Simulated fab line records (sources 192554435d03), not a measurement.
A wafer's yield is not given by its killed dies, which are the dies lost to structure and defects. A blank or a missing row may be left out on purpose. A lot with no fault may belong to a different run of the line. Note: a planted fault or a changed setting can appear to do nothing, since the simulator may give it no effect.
What tool caused it? ; flow n5-finfet ; 12 lots, 36 wafers sampled, at 3 steps of a route of 1938

WHAT EACH GAUGE READ, for each wafer
N5_BEOL_M12_RS_MEAS_54: uses a four-point probe to measure.
lot;measured;on;M12_RS (ohm/sq)
L076;day 11 00:28;film-metro-02;0.0591 0.0605 0.0596
L077;day 11 23:05;film-metro-01;0.0605 0.0605 0.0607
L079;day 12 17:49;film-metro-01;0.0597 0.0603 0.0603
L083;day 13 10:55;film-metro-01;0.0590 0.0587 0.0581
L082;day 13 19:19;film-metro-01;0.0593 0.0587 0.0600
L085;day 14 12:55;film-metro-01;0.0595 0.0597 0.0589
L089;day 14 17:41;film-metro-01;0.0618 0.0592 0.0619
L088;day 15 02:09;film-metro-01;0.0601 0.0605 0.0606
L092;day 15 15:10;film-metro-02;0.0604 0.0597 0.0601
L091;day 15 21:16;film-metro-01;0.0607 0.0606 0.0602
L095;day 16 18:22;film-metro-01;0.0603 0.0592 0.0610
L096;day 17 20:37;film-metro-01;0.0613 0.0606 0.0594

TOOL THAT RAN EACH LOT (tool first, then ch and the chambers of the sampled wafers, then the start)
lot;N5_BEOL_M12_DESCUM_33;N5_BEOL_M12_PRE_CLEAN_42
L076;rie-diel-01 ch 1,2,3, day 10 19:01;pvd-sputter-03, day 10 23:11
L077;rie-diel-01 ch 1,2,3, day 11 20:11;pvd-sputter-02, day 11 21:46
L079;rie-diel-04 ch 1,2, day 12 14:59;pvd-sputter-02, day 12 16:38
L083;rie-diel-04 ch 0,2, day 13 03:47;pvd-sputter-02, day 13 09:38
L082;rie-diel-01 ch 0,1,3, day 13 14:40;pvd-sputter-03, day 13 18:08
L085;rie-diel-04 ch 1,2,3, day 14 08:24;pvd-sputter-01, day 14 10:37
L089;rie-diel-02 ch 0,3, day 14 15:17;pvd-sputter-02, day 14 16:28
L088;rie-diel-01 ch 1,2, day 14 23:31;pvd-sputter-02, day 15 00:58
L092;rie-diel-04 ch 0,1,3, day 15 09:34;pvd-sputter-02, day 15 13:59
L091;rie-diel-04 ch 0,1,3, day 15 18:14;pvd-sputter-02, day 15 20:05
L095;rie-diel-02 ch 0,2, day 16 15:34;pvd-sputter-02, day 16 17:11
L096;rie-diel-01 ch 0,3, day 17 16:34;pvd-sputter-03, day 17 19:24
- N5_BEOL_M12_DESCUM_33: chemistry O2, time 7.9 s.
- N5_BEOL_M12_PRE_CLEAN_42: time 30 s.

THE ANSWER, worked out from the rows above alone
Rule: the lots themselves supply what counts as usual. Put in order of their means at a reading, lots are off if they are a third of the lots or fewer, leave a main group of 4 or more, and stand apart from it by a gap of 3 or more times the standard deviation of the main group's means; of several such gaps the widest counts. Not used: any main group whose means are identical at the precision the tables above print for the reading. Also off: a lot with no number at a reading for which 4 or more lots have one. Where the step has rows for the other lots, those lots are counted as sound.
No lot is off at any reading shown: from this, nothing can be told.

WHAT HAD BEEN PUT IN BY THE SIMULATOR
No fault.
